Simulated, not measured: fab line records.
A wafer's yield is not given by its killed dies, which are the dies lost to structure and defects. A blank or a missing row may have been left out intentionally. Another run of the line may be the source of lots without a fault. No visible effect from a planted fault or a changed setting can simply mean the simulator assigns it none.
Which tool did it?	flow nand harc	36 wafers from 12 lots sampled at 5 of the route's 1159 steps

== WHAT THE GAUGES SHOWED, per wafer ==
NHARC_END_SORT_01. Usual: killed at array 26, standard deviation 8.6; killed at other 0.7, standard deviation 0.97; killed at periphery 3.2, standard deviation 2.2; killed dies 30, standard deviation 8.9; killed open 3.1, standard deviation 1.8; killed short 2.2, standard deviation 1.8.
lot	measured	on	killed at array	killed at other	killed at periphery	killed dies	killed open	killed short	flag
L494	day 19 10:26	prober-02	25 24 22	2 0 1	5 5 4	32 29 27	5 7 5	2 4 4	
L495	day 20 16:17	prober-02	25 23 31	0 0 0	1 8 6	26 31 37	2 7 2	1 2 5	
L500	day 21 10:40	prober-02	26 30 674	0 0 0	3 3 3	29 33 677	1 3 2	4 5 7	OFF
L511	day 24 12:37	prober-02	29 21 21	0 1 1	1 4 3	30 26 25	3 2 2	1 2 4	
L513	day 25 06:07	prober-02	19 21 22	1 0 0	2 6 0	22 27 22	1 0 4	2 4 1	

== WHICH TOOL RAN EACH LOT (tool, then ch and the chambers of the sampled wafers, then the start) ==
lot	NHARC_A_CONTACT_DEP_28	NHARC_A_CONTACT_ETCH_48	NHARC_A_CONTACT_ETCH_112	NHARC_A_CONTACT_ETCH_120
L494	acl dep-01 ch 0, day 16 03:46	rie diel-07 ch 0,2,3, day 16 06:51	har cap etch-01 ch 1, day 16 08:13	har cap etch-01 ch 1, day 16 08:57
L493	acl dep-02 ch 0, day 16 07:40	rie diel-13 ch 0,1,2, day 16 10:54	har cap etch-01 ch 0,1, day 16 12:16	har cap etch-01 ch 0,1, day 16 13:00
L496	acl dep-01 ch 0, day 16 18:13	rie diel-07 ch 1,2, day 16 21:02	har cap etch-03 ch 0,1, day 16 22:38	har cap etch-03 ch 0,1, day 16 23:21
L497	acl dep-02 ch 0, day 16 19:05	rie diel-13 ch 0,2, day 16 22:19	har cap etch-02 ch 0,1, day 17 00:10	har cap etch-02 ch 0,1, day 17 00:54
L495	acl dep-01 ch 0, day 16 23:29	rie diel-07 ch 1,2,3, day 17 02:44	har cap etch-02 ch 0,1, day 17 04:20	har cap etch-02 ch 0,1, day 17 05:15
L500	acl dep-02 ch 0, day 18 06:52	rie diel-07 ch 0,2,3, day 18 09:43	har cap etch-02 ch 0,1, day 18 11:06	har cap etch-02 ch 0,1, day 18 11:50
L501	acl dep-01 ch 0, day 18 07:08	rie diel-01 ch 0,1,3, day 18 10:22	har cap etch-01 ch 0,1, day 18 11:46	har cap etch-01 ch 0,1, day 18 12:29
L507	acl dep-02 ch 0, day 19 10:02	rie diel-13 ch 0,1, day 19 12:32	har cap etch-02 ch 0,1, day 19 13:57	har cap etch-02 ch 0,1, day 19 14:55
L511	acl dep-01 ch 0, day 21 12:50	rie diel-07 ch 2,3, day 21 15:41	har cap etch-03 ch 0,1, day 21 17:04	har cap etch-03 ch 0,1, day 21 17:48
L514	acl dep-01 ch 0, day 21 15:48	rie diel-07 ch 1,2,3, day 21 19:12	har cap etch-01 ch 0,1, day 21 20:56	har cap etch-01 ch 0,1, day 21 21:40
L513	acl dep-03 ch 0, day 22 02:28	rie diel-07 ch 1,2, day 22 04:56	har cap etch-03 ch 0,1, day 22 06:23	har cap etch-03 ch 0,1, day 22 07:07
L516	acl dep-01 ch 0, day 22 03:32	rie diel-07 ch 1,2, day 22 06:42	har cap etch-02 ch 1, day 22 08:17	har cap etch-02 ch 1, day 22 09:01
- NHARC_A_CONTACT_DEP_28: deposits aC, target thk 3600 nm.
- NHARC_A_CONTACT_ETCH_48: etches the open film in CF4, target depth 39 nm, time 65 s.
- NHARC_A_CONTACT_ETCH_112: etches the open film in C4F8/O2/Ar, time 94 s, target depth 922 nm.
- NHARC_A_CONTACT_ETCH_120: etches the open film in C4F8/O2/Ar, time 94 s, target depth 922 nm.

== AS READ BY THE TOOLS THEMSELVES (means over the sampled wafers that have a number; for cases with no such wafer, the mark the record gives instead) ==
NHARC_A_CONTACT_DEP_28. Usual: throttle valve pct reads 34.999 % (standard deviation 0.0089).
lot	tool	throttle valve pct (%)	flag
L494	acl dep-01	35.003	
L493	acl dep-02	34.994	
L496	acl dep-01	35.001	
L497	acl dep-02	35.008	
L495	acl dep-01	34.988	
L500	acl dep-02	35.000	
L501	acl dep-01	34.998	
L507	acl dep-02	35.005	
L511	acl dep-01	34.994	
L514	acl dep-01	34.997	
L513	acl dep-03	35.000	
L516	acl dep-01	34.999	

NHARC_A_CONTACT_ETCH_48. Usual: drypump motor current A 5.7 A, standard deviation 0.36; oes product au 1.002 a.u., standard deviation 0.0075; rf vpp V 151.4 V, standard deviation 1.5; showerhead plenum p Torr 1.77 Torr, standard deviation 0.098; throttle valve pct 13.284 %, standard deviation 0.0088.
lot	tool	drypump motor current A (A)	oes product au (a.u.)	rf vpp V (V)	showerhead plenum p Torr (Torr)	throttle valve pct (%)	flag
L494	rie diel-07	5.5	0.999	150.4	1.72	13.282	
L493	rie diel-13	5.8	1.010	151.8	1.78	13.286	
L496	rie diel-07	5.6	1.013	150.4	1.69	13.281	
L497	rie diel-13	5.6	1.003	152.8	1.85	13.292	
L495	rie diel-07	5.8	0.994	151.1	1.70	13.289	
L500	rie diel-07	5.5	0.932	151.5	1.80	13.281	OFF
L501	rie diel-01	5.6	1.003	150.1	1.71	13.286	
L507	rie diel-13	5.8	0.996	150.7	1.72	13.285	
L511	rie diel-07	5.9	0.997	150.3	1.73	13.282	
L514	rie diel-07	5.8	0.997	151.9	1.78	13.282	
L513	rie diel-07	5.6	1.004	152.7	1.87	13.276	
L516	rie diel-07	5.6	0.995	152.7	1.87	13.293	

NHARC_A_CONTACT_ETCH_112. Usual: oes air line au reads 1.001 a.u. (standard deviation 0.02).
lot	tool	oes air line au (a.u.)	flag
L494	har cap etch-01	1.012	
L493	har cap etch-01	0.987	
L496	har cap etch-03	0.999	
L497	har cap etch-02	0.998	
L495	har cap etch-02	0.993	
L500	har cap etch-02	1.036	
L501	har cap etch-01	0.997	
L507	har cap etch-02	1.005	
L511	har cap etch-03	0.991	
L514	har cap etch-01	1.017	
L513	har cap etch-03	1.015	
L516	har cap etch-02	0.994	

NHARC_A_CONTACT_ETCH_120. Usual: oes air line au reads 1.001 a.u. (standard deviation 0.02).
lot	tool	oes air line au (a.u.)	flag
L494	har cap etch-01	1.004	
L493	har cap etch-01	1.001	
L496	har cap etch-03	0.997	
L497	har cap etch-02	1.011	
L495	har cap etch-02	1.014	
L500	har cap etch-02	1.029	
L501	har cap etch-01	1.002	
L507	har cap etch-02	1.026	
L511	har cap etch-03	1.011	
L514	har cap etch-01	0.977	
L513	har cap etch-03	1.015	
L516	har cap etch-02	1.000	

== THE ANSWER, worked out from the rows above alone ==
Rule: lot off if the mean of its wafers having a number is beyond 3 standard deviations from the usual mean. Also off: a lot with no number at a reading for which 4 or more lots have one. All remaining lots with rows at the step are treated as sound. Order of review: gauges by route order, followed by the tools' own readings, for which a lot's mean as printed above is used. The first step at which some lot is off is used, and at that step the reading that is off furthest; a lot without a number counts as furthest.
Off: L500 (NHARC_END_SORT_01, killed at array). Neither off nor sound, because the step has no rows for them: L493, L496, L497, L501, L507, L514, L516.
A tool fits if, at a process step before that reading, it ran every lot that is off, and no sound lot after the first of them. The gauges at NHARC_END_SORT_01 aren't tried: what is off there is off at NHARC_A_CONTACT_ETCH_48 too, on other tools, and a gauge's error can't cause that. 2 tools fit, acl dep-02 at NHARC_A_CONTACT_DEP_28 and har cap etch-02 at NHARC_A_CONTACT_ETCH_112 and NHARC_A_CONTACT_ETCH_120, so this cannot tell which one it is.

== WHAT THE SIMULATOR HAD INSERTED ==
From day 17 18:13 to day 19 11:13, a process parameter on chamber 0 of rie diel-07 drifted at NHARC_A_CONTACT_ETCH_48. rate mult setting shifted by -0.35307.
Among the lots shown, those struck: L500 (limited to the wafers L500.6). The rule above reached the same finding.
